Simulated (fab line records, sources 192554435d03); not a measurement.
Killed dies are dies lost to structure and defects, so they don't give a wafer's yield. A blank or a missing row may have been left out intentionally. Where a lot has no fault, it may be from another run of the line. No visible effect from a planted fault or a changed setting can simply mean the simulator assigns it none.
fab line records -- flow n5Finfet
[record] lots = 11, wafers = 32, lastDay = 17
route steps=1938 shown BEOL_M9@1438 PASSIVATION@1936
lots with no fault: from the same line, run without faults
startH: the number of hours between the record's first day and the start of the first shown wafer of the lot -- waitH: how many hours have passed since the lot's step before this one -- " repeats the value in the row above -- L1.1+2: a row that stands for several wafers -- - no value present, or no start provided -- * or withheld: withheld -- < > ~ a bound
route shown NAME@n: NAME is a module with steps in the file, n the number in the route of the first one -- usual: mean/standard deviation taken from wafers without a fault -- same: alike in all rows -- chamber/n: place in a boat -- sites: readings site by site -- _std_site: the values' standard deviation -- _edge_site: the outer-site mean with the inner-site mean subtracted -- radiusMm: how far each site lies from the wafer's centre -- mask NAME#n: copy n -- behind: the last tool/chamber to shape the wafer -- hold: why the lot was held/for how many hours/how that ended -- device: the n, p or np transistor that did not switch -- end of line: at the end of the route, the tests of the same wafers -- for a step that has no rows: nothing shown but its recipe -- killed: count of dies lost to structure and defects at first sort (not the wafer's yield) -- map: per-die view of a wafer (x killed, . not killed, _ where there is no die)
set.NAME: the setting that was run; set.NAME@STEP: the one run at that earlier step -- model.NAME: the simulator's own value behind a step, which no gauge read
the route's steps for a sample of lots (tables are steps, rows are wafers)
services: from which hour (startH, from the record's first day; less than 0 if before it) a tool's chamber was out of use, for how many hours, and why
[[steps]]
[step N5_BEOL_M9_ETCH_76]
[recipe] chemistry = N2/H2, target = underlayer, targetDepthA = 65, maskMaterial = CAR-EUV, timeS = 5.2, ionEnergyEv = 200, pressureMtorr = 30, sourceW = 840, biasW = 150, n2FlowSccm = 200, h2FlowSccm = 200, ends = cleared
[usual] drypumpMotorCurrentA = 5.9/0.48, etchRfOnTimeS = 5.29/0.19, oesProductAu = 0.69/0.075, rfVppV = 523.7/2.4, showerheadPlenumPTorr = 2.53/0.065, throttleValvePct = 17.8/0.33
lot.wafer,tool,chamber,startH,waitH,drypumpMotorCurrentA,etchRfOnTimeS,oesProductAu,rfHoursCounterH,rfVppV,showerheadPlenumPTorr,throttleValvePct
L221.3,rieDiel-03,0,221.44,0.0,6.2,5.07,0.81,15,521.1,2.50,17.5
L221.5,rieDiel-03,2,221.44,0.0,6.6,5.29,0.77,-,525.2,2.57,17.4
L221.6,rieDiel-03,3,221.44,0.0,5.7,5.55,0.56,-,526.8,2.62,18.1
L222.2,rieDiel-06,0,239.38,0.0,6.1,5.10,0.69,96,523.0,2.58,18.0
L222.3,rieDiel-06,1,239.38,0.0,5.5,4.97,0.79,26,523.6,2.50,17.7
L222.4,rieDiel-06,2,239.38,0.0,5.4,5.72,0.60,179,523.3,2.54,18.3
L223.2,rieDiel-06,2,240.93,0.0,5.4,5.71,0.61,180,524.7,2.54,18.3
L223.3,rieDiel-06,3,240.93,0.0,5.4,5.27,0.73,53,529.4,2.68,17.5
L223.4,rieDiel-06,1,240.93,0.0,5.5,4.96,0.79,27,521.6,2.50,17.8
L225.3,rieDiel-03,2,250.73,0.0,6.6,5.42,0.75,32,525.7,2.57,17.3
L225.4,rieDiel-03,3,250.73,0.0,5.7,5.64,0.55,237,526.6,2.61,18.1
L225.6,rieDiel-03,3,250.73,0.0,5.7,5.59,0.56,-,525.0,2.61,18.1
L226.3,rieDiel-03,0,258.72,0.0,6.2,5.18,0.79,25,522.2,2.50,17.5
L226.4,rieDiel-03,2,258.72,0.0,6.6,5.39,0.75,35,524.1,2.57,17.4
L226.6,rieDiel-03,1,258.72,0.0,5.7,5.31,0.62,-,521.6,2.39,17.9
L230.1,rieDiel-02,1,284.39,0.0,6.6,5.31,0.65,123,524.1,2.55,17.6
L230.5,rieDiel-02,3,284.39,0.0,5.3,5.20,0.68,-,524.0,2.46,17.6
L231.1,rieDiel-06,0,288.78,0.0,6.1,5.09,0.68,112,523.2,2.57,18.1
L231.2,rieDiel-06,1,288.78,0.0,5.5,4.99,0.76,40,522.1,2.50,17.7
L231.6,rieDiel-06,1,288.78,0.0,5.5,4.95,0.76,-,522.7,2.49,17.8
L233.2,rieDiel-03,2,299.55,0.0,6.6,5.40,0.72,48,526.0,2.56,17.4
L233.5,rieDiel-03,1,299.55,0.0,5.7,5.23,0.61,-,521.9,2.38,17.9
L233.6,rieDiel-03,2,299.55,0.0,6.6,5.41,0.73,-,525.0,2.56,17.4
L239.1,rieDiel-06,2,341.68,0.0,5.3,5.85,0.57,211,521.9,2.53,18.4
L239.5,rieDiel-06,3,341.68,0.0,5.4,5.41,0.68,-,527.3,2.67,17.5
L239.6,rieDiel-06,0,341.68,0.0,6.0,5.12,0.66,-,522.8,2.57,18.1
L240.1,rieDiel-02,0,352.12,0.0,6.3,5.25,0.79,8,526.2,2.58,17.1
L240.2,rieDiel-02,1,352.12,0.0,6.6,5.28,0.65,144,525.4,2.54,17.7
L240.5,rieDiel-02,2,352.12,0.0,6.1,5.35,0.73,-,523.6,2.51,18.2
L242.3,rieDiel-02,0,353.18,0.0,6.3,5.24,0.78,9,525.9,2.58,17.1
L242.5,rieDiel-02,0,353.18,0.0,6.3,5.19,0.78,-,525.2,2.58,17.1
L242.6,rieDiel-02,1,353.18,0.0,6.6,5.20,0.64,-,524.3,2.54,17.7
[step N5_BEOL_M9_ETCH_65]
[recipe] chemistry = CF4, target = SiARC, targetDepthA = 156, maskMaterial = CAR-EUV, timeS = 26, ionEnergyEv = 80, pressureMtorr = 40, sourceW = 545, biasW = 36, Ar_flow_sccm = 100, cf4FlowSccm = 100, ends = cleared
[usual] drypumpMotorCurrentA = 5.9/0.48, etchRfOnTimeS = 26.5/0.96, oesProductAu = 0.69/0.073, rfVppV = 184.0/1.1, showerheadPlenumPTorr = 2.14/0.055, throttleValvePct = 15.56/0.29
lot.wafer,tool,chamber,startH,waitH,drypumpMotorCurrentA,etchRfOnTimeS,oesProductAu,rfHoursCounterH,rfVppV,showerheadPlenumPTorr,throttleValvePct
L221.3,rieDiel-03,0,221.45,0.0,6.2,26.0,0.80,15,184.7,2.08,14.98
L221.5,rieDiel-03,2,221.45,0.0,6.6,26.4,0.77,-,183.6,2.18,15.37
L221.6,rieDiel-03,3,221.45,0.0,5.7,27.6,0.57,-,184.3,2.20,15.91
L222.2,rieDiel-06,0,239.40,0.0,6.0,25.2,0.69,96,184.1,2.17,15.81
L222.3,rieDiel-06,1,239.40,0.0,5.5,24.6,0.79,26,182.4,2.10,15.39
L222.4,rieDiel-06,2,239.40,0.0,5.4,27.9,0.62,179,184.2,2.14,16.02
L223.2,rieDiel-06,2,240.95,0.0,5.4,28.4,0.61,180,184.0,2.14,16.02
L223.3,rieDiel-06,3,240.95,0.0,5.4,26.7,0.73,53,186.2,2.25,15.33
L223.4,rieDiel-06,1,240.95,0.0,5.5,24.8,0.78,27,184.5,2.10,15.39
L225.3,rieDiel-03,2,250.75,0.0,6.6,27.3,0.75,32,183.8,2.18,15.39
L225.4,rieDiel-03,3,250.75,0.0,5.7,28.1,0.56,237,186.9,2.20,15.90
L225.6,rieDiel-03,3,250.75,0.0,5.7,28.3,0.56,-,184.4,2.20,15.91
L226.3,rieDiel-03,0,258.73,0.0,6.2,26.7,0.78,25,184.5,2.07,15.00
L226.4,rieDiel-03,2,258.73,0.0,6.6,27.0,0.75,35,183.0,2.18,15.41
L226.6,rieDiel-03,1,258.73,0.0,5.7,26.2,0.63,-,184.4,2.06,16.05
L230.1,rieDiel-02,1,284.41,0.0,6.6,27.1,0.66,123,183.7,2.15,15.47
L230.5,rieDiel-02,3,284.41,0.0,5.2,25.7,0.69,-,184.4,2.08,15.49
L231.1,rieDiel-06,0,288.80,0.0,6.0,24.9,0.69,112,183.9,2.16,15.84
L231.2,rieDiel-06,1,288.80,0.0,5.5,24.9,0.76,40,183.7,2.10,15.44
L231.6,rieDiel-06,1,288.80,0.0,5.5,24.8,0.77,-,185.3,2.10,15.41
L233.2,rieDiel-03,2,299.57,0.0,6.6,27.0,0.73,48,183.9,2.17,15.42
L233.5,rieDiel-03,1,299.57,0.0,5.7,25.5,0.62,-,183.2,2.05,16.08
L233.6,rieDiel-03,2,299.57,0.0,6.6,26.9,0.73,-,184.9,2.17,15.41
L239.1,rieDiel-06,2,341.70,0.0,5.3,28.5,0.59,211,184.3,2.13,16.09
L239.5,rieDiel-06,3,341.70,0.0,5.4,26.8,0.68,-,183.9,2.24,15.39
L239.6,rieDiel-06,0,341.70,0.0,6.0,25.1,0.68,-,183.4,2.16,15.88
L240.1,rieDiel-02,0,352.14,0.0,6.3,26.0,0.79,8,185.1,2.21,15.17
L240.2,rieDiel-02,1,352.14,0.0,6.6,27.1,0.64,144,183.5,2.14,15.51
L240.5,rieDiel-02,2,352.14,0.0,6.1,26.6,0.73,-,183.2,2.10,15.57
L242.3,rieDiel-02,0,353.20,0.0,6.2,26.0,0.78,9,184.9,2.21,15.17
L242.5,rieDiel-02,0,353.20,0.0,6.3,26.0,0.79,-,184.5,2.21,15.16
L242.6,rieDiel-02,1,353.20,0.0,6.6,26.8,0.64,-,183.5,2.14,15.50
[step N5_BEOL_M9_CURE_72]
[recipe] tempC = 370, timeS = 120, ambient = DMADMS/He, material = SiCOH_lowk
[usual] lampPowerPct = 52.31/0.05, wafer_temp_C_max = 371.6/0.47
lot.wafer,tool,chamber,startH,waitH,lampPowerPct,wafer_temp_C_max
L221.3,uvCure-03,1,222.35,0.2,52.33,372.7
L221.5,uvCure-03,1,222.35,0.2,52.36,371.7
L221.6,uvCure-03,1,222.35,0.2,52.36,371.5
L222.2,uvCure-02,1,240.16,0.1,52.39,371.9
L222.3,uvCure-02,1,240.16,0.1,52.27,371.2
L222.4,uvCure-02,1,240.16,0.1,52.36,371.3
L223.2,uvCure-02,1,241.60,0.1,52.29,372.1
L223.3,uvCure-02,1,241.60,0.1,52.31,371.6
L223.4,uvCure-02,1,241.60,0.1,52.29,372.0
L225.3,uvCure-03,0,251.55,0.2,52.32,371.8
L225.4,uvCure-03,0,251.55,0.2,52.27,371.4
L225.6,uvCure-03,0,251.55,0.2,52.26,371.4
L226.3,uvCure-01,0,259.43,0.1,52.30,372.0
L226.4,uvCure-01,0,259.43,0.1,52.39,371.9
L226.6,uvCure-01,0,259.43,0.1,52.36,372.3
L230.1,uvCure-02,0,285.05,0.1,52.38,371.4
L230.5,uvCure-02,0,285.05,0.1,52.35,371.3
L231.1,uvCure-03,0,289.91,0.5,52.31,372.3
L231.2,uvCure-03,0,289.91,0.5,52.30,371.5
L231.6,uvCure-03,0,289.91,0.5,52.27,371.2
L233.2,uvCure-01,2,300.37,0.2,52.36,371.6
L233.5,uvCure-01,2,300.37,0.2,52.31,371.3
L233.6,uvCure-01,2,300.37,0.2,52.41,371.5
L239.1,uvCure-01,2,342.30,0.0,52.28,370.7
L239.5,uvCure-01,2,342.30,0.0,52.31,371.4
L239.6,uvCure-01,2,342.30,0.0,52.31,371.4
L240.1,uvCure-02,1,352.74,0.0,52.30,371.2
L240.2,uvCure-02,1,352.74,0.0,52.36,371.2
L240.5,uvCure-02,1,352.74,0.0,52.22,371.5
L242.3,uvCure-03,1,354.18,0.4,52.33,371.7
L242.5,uvCure-03,1,354.18,0.4,52.38,372.3
L242.6,uvCure-03,1,354.18,0.4,52.29,372.2
[step N5_BEOL_M9_DEGAS_44]
[recipe] ambient = vacuum, tempC = 250, timeS = 60
[usual] heaterPowerW = 326/23, susceptorTempC = 249.99/0.18
lot.wafer,tool,chamber,startH,waitH,heaterPowerW,susceptorTempC
L221.3,pvdSputter-01,-,222.79,0.3,336,250.26
L221.5,pvdSputter-01,-,222.79,0.3,344,249.87
L221.6,pvdSputter-01,-,222.79,0.3,330,249.90
L222.2,pvdSputter-02,-,240.47,0.3,308,249.87
L222.3,pvdSputter-02,-,240.47,0.3,350,250.09
L222.4,pvdSputter-02,-,240.47,0.3,358,249.99
L223.2,pvdSputter-03,-,242.00,0.3,313,249.95
L223.3,pvdSputter-03,-,242.00,0.3,284,250.29
L223.4,pvdSputter-03,-,242.00,0.3,315,250.05
L225.3,pvdSputter-01,-,251.81,0.2,317,250.08
L225.4,pvdSputter-01,-,251.81,0.2,347,250.15
L225.6,pvdSputter-01,-,251.81,0.2,307,249.96
L226.3,pvdSputter-03,-,259.95,0.5,318,250.08
L226.4,pvdSputter-03,-,259.95,0.5,293,249.91
L226.6,pvdSputter-03,-,259.95,0.5,318,250.08
L230.1,pvdSputter-02,-,286.69,1.6,314,249.79
L230.5,pvdSputter-02,-,286.69,1.6,309,249.52
L231.1,pvdSputter-03,-,291.44,1.5,311,250.39
L231.2,pvdSputter-03,-,291.44,1.5,291,249.90
L231.6,pvdSputter-03,-,291.44,1.5,311,250.03
L233.2,pvdSputter-02,-,300.72,0.3,309,250.08
L233.5,pvdSputter-02,-,300.72,0.3,309,249.86
L233.6,pvdSputter-02,-,300.72,0.3,313,250.10
L239.1,pvdSputter-03,-,343.00,0.6,302,241.52
L239.5,pvdSputter-03,-,343.00,0.6,287,242.18
L239.6,pvdSputter-03,-,343.00,0.6,304,241.74
L240.1,pvdSputter-03,-,353.18,0.4,282,242.11
L240.2,pvdSputter-03,-,353.18,0.4,300,241.36
L240.5,pvdSputter-03,-,353.18,0.4,295,241.49
L242.3,pvdSputter-02,-,356.26,2.0,312,250.21
L242.5,pvdSputter-02,-,356.26,2.0,340,249.82
L242.6,pvdSputter-02,-,356.26,2.0,378,250.09
[step N5_PASSIVATION_PROBE_49]
[usual] defectLimitedYield = 91.1/1.6, killed_at_M0_to_M3 = 35/11, killed_at_M4_up = 13/5.4, killedAtContacts = 13/6.5, killedAtFrontEnd = 40/14, killedAtOther = 4/3.1, killedDies = 105/18, killedOpen = 69/14, killedShort = 34/7.3, sort_bin_5_function = 5.2/0.96, sort_bin_6_memory = 3.4/0.77, sort_bin_8_speed = 0.02/0.13, sortNPass = 1075/19
[same] grossDies = 1180, killedAtBackSide = 0, sort_bin_4_leakage[%] = 0
lot.wafer,tool,chamber,startH,waitH,defectLimitedYield[%],killed_at_M0_to_M3,killed_at_M4_up,killedAtContacts,killedAtFrontEnd,killedAtOther,killedDies,killedOpen,killedShort,sort_bin_5_function[%],sort_bin_6_memory[%],sort_bin_8_speed[%],sortNPass
L226.3,prober-02,-,317.67,0.1,90.8,33,16,19,38,2,108,79,29,6.2,2.8,0,1072
L226.4,prober-02,-,317.72,0.2,92.4,25,15,20,28,2,90,65,25,4.5,2.9,0,1090
L226.6,prober-02,-,317.82,0.3,92.6,25,15,19,24,4,87,57,30,4.2,3.0,0,1093
L240.1,prober-01,-,415.66,0.0,91.1,29,14,19,39,4,105,66,36,4.8,3.6,0,1075
L240.2,prober-01,-,415.71,0.1,92.4,35,9,5,39,2,90,64,26,4.5,3.0,0,1090
L240.5,prober-01,-,415.86,0.2,92.6,27,8,14,29,9,87,55,32,4.2,3.1,0,1093
// killed by level:class
L226.3 MOL_CONTACT_COAG:geometricParticle:open=14 BEOL_M3:geometricParticle:open=9 FIN_SAQP:geometricParticle:open=8 BEOL_M2:geometricParticle:open=8 FIN_SAQP:geometricParticle:short=7 MOL_CONTACT_COAG:geometricParticle:short=5 BEOL_M0_SAQP:geometricParticle:open=5 BEOL_M0_SAQP:geometricParticle:short=5
L226.4 MOL_CONTACT_COAG:geometricParticle:open=17 STI_FIN_REVEAL:geometricParticle:open=7 BEOL_M3:geometricParticle:open=7 BEOL_M1:geometricParticle:open=5 BEOL_M6:geometricParticle:open=5 DUMMY_GATE:geometricParticle:open=4 GATE_CUT:geometricParticle:short=4 BEOL_M0_SAQP:geometricParticle:short=4
L226.6 MOL_CONTACT_COAG:geometricParticle:open=14 BEOL_M3:geometricParticle:open=10 DUMMY_GATE:geometricParticle:open=5 MOL_CONTACT_COAG:geometricParticle:short=5 BEOL_M4:geometricParticle:short=5 FIN_SAQP:geometricParticle:open=4 BEOL_M2:geometricParticle:short=4 BEOL_M3:geometricParticle:short=4
L240.1 MOL_CONTACT_COAG:geometricParticle:open=16 FIN_SAQP:geometricParticle:open=8 STI_FIN_REVEAL:geometricParticle:open=8 BEOL_M0_SAQP:geometricParticle:short=8 GATE_CUT:geometricParticle:short=6 BEOL_M0_SAQP:geometricParticle:open=6 BEOL_M3:geometricParticle:open=5 BEOL_M4:geometricParticle:short=5
L240.2 BEOL_M0_SAQP:geometricParticle:open=9 BEOL_M3:geometricParticle:open=9 FIN_SAQP:geometricParticle:open=7 DUMMY_GATE:geometricParticle:open=7 BEOL_M0_SAQP:geometricParticle:short=7 BEOL_M2:geometricParticle:open=6 MOL_CONTACT_COAG:geometricParticle:open=5 DUMMY_GATE:geometricParticle:short=4
L240.5 MOL_CONTACT_COAG:geometricParticle:open=10 BEOL_M0_SAQP:geometricParticle:short=7 GATE_CUT:geometricParticle:short=6 BEOL_M0_SAQP:geometricParticle:open=6 STI_FIN_REVEAL:geometricParticle:open=5 BEOL_M3:geometricParticle:open=5 BEOL_M4:geometricParticle:open=5 PAD_METAL:geometricParticle:open=5
[[services]]
tool,chamber,startH,hours,kind
rieDiel-06,1,268.83,5.7,repair
uvCure-02,-,277.50,7.5,pm
rieDiel-03,0,288.35,3.7,repair
uvCure-02,-,288.45,18.8,repair
rieDiel-03,3,298.09,-,clean
rieDiel-03,3,298.09,-,consumableReplace:focusRing
rieDiel-03,3,298.09,12.6,scheduledDown
rieDiel-03,3,298.09,12.6,ventCycle
uvCure-03,-,302.46,0.9,repair
rieDiel-02,0,307.50,-,clean
rieDiel-02,0,307.50,-,consumableReplace:focusRing
rieDiel-02,0,307.50,16.1,scheduledDown
rieDiel-02,0,307.50,16.1,ventCycle
uvCure-03,-,345.91,1.0,pm
uvCure-01,-,350.47,7.5,pm
rieDiel-06,-,351.47,2.8,pm
pvdSputter-03,-,355.57,0.7,repair
[[key]]
[firstSign] step = N5_BEOL_M9_DEGAS_44, reading = susceptorTempC, direction = down, sigmas = 45, usual = *, struck = *
effect none on later readings
metAt N5_BEOL_M9_DEGAS_44
struckLots L239,L240
notActingAt N5_BEOL_M9_ETCH_76,N5_BEOL_M9_ETCH_65,N5_BEOL_M9_CURE_72
onsetBetween 291.44 343.00
[fault] kind = processParameterDrift, tool = pvdSputter-03, chamber = -, onsetH = 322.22, steps = N5_BEOL_M9_DEGAS_44, channel = tempC, offset = *, shape = step, endH = 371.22, actsIn = *, stated = *
